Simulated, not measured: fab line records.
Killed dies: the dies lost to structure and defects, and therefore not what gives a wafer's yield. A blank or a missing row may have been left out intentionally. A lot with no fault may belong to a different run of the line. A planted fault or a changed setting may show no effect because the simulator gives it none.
8D (eight disciplines) problem report, filled in by code / flow n5 finfet / the parts of the form that need people (team, actions taken, sign-off) are left out

## 1. WHAT WENT WRONG
Wafers without a fault read 91.2 s, standard deviation 0.44; run length s at N5_BEOL_M15_ETCH_59 reads a mean of 96.0 s on 2 wafers belonging to 2 lots. That puts it +11 standard deviations away from the usual mean.
The step: etches BARC in N2/H2, target depth 89 nm, overetch 26.7 nm, time 67.9 s.
The first sign was on wafer L802.1 at day 16 17:43, on rie diel-05. The record has a number at this step for 30 wafers belonging to 10 lots. By rule, "out" or "out of limits" means more than 4 standard deviations away from the usual mean. The other wafers with a number count as sound.

## 2. WHAT IT IS, WHAT IT ISN'T
question=which readings at this step | is=run length s | is not=chamber pressure mTorr, drypump motor current A, h2 flow sccm, oes product au, rf vpp V, showerhead plenum p Torr
question=which lots | is=L802, L805 | is not=L786, L792, L793, L794, L796, L800, L801, L808
question=which wafers of those lots | is=L802.1, L805.4 | is not=L802.2, L802.3, L805.3, L805.6
question=read on which tools | is=rie diel-05 | is not=rie diel-02, rie diel-06
question=when | is=from day 16 17:43 | is not=up to then (23 sound wafers); but 5 sound wafers of L805, L808 came after

## 3. THE SUSPECTS, EACH WITH WHAT RULES IT OUT
Counting: if a tool at a process step up to the reading ran every lot that is out, it stays a suspect. Sound lots after the first of them don't rule it out here, since some wafers of a struck lot are sound.
- rie diel-05 at N5_BEOL_M15_ETCH_59 (etches BARC in N2/H2, target depth 89 nm, overetch 26.7 nm, time 67.9 s): kept. It ran every lot that is out, first L802 (day 16 17:43); its last sound lot up to then is L794 (day 14 13:07). Out on those wafers are its own readings of run length s.
The count leaves rie diel-05 at N5_BEOL_M15_ETCH_59.

## 4. THE CAUSE (what the simulator had put in)
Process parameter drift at N5_BEOL_M15_ETCH_59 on rie diel-05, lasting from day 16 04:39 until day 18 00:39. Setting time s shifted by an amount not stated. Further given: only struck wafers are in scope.
After counting, this tool was the only one left.

## 5. SEQUENCE OF EFFECTS, ordered by route
Rows list readings where the struck wafers' mean (over those with a number) sits beyond 3 standard deviations from the usual. Only readings for which the record gives a usual standard deviation are gone through. hours: the time from each lot's start at the first step in this table that gives one to its start at this step, as a median over the lots. sigmas: the change in usual standard deviations.
hours=0; step=N5_BEOL_M15_ETCH_59; reading=run length s; usual=91.2 s; on struck wafers=96.0; change=+4.8; sigmas=+11
Here are the process steps it includes:
- N5_BEOL_M15_ETCH_59: etches BARC in N2/H2, target depth 89 nm, overetch 26.7 nm, time 67.9 s.

## 6. HOW IT WOULD HAVE BEEN CAUGHT EARLIER
In this record no reading fell out of limits until day 16 17:43, 13 hours after the fault had begun at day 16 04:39.
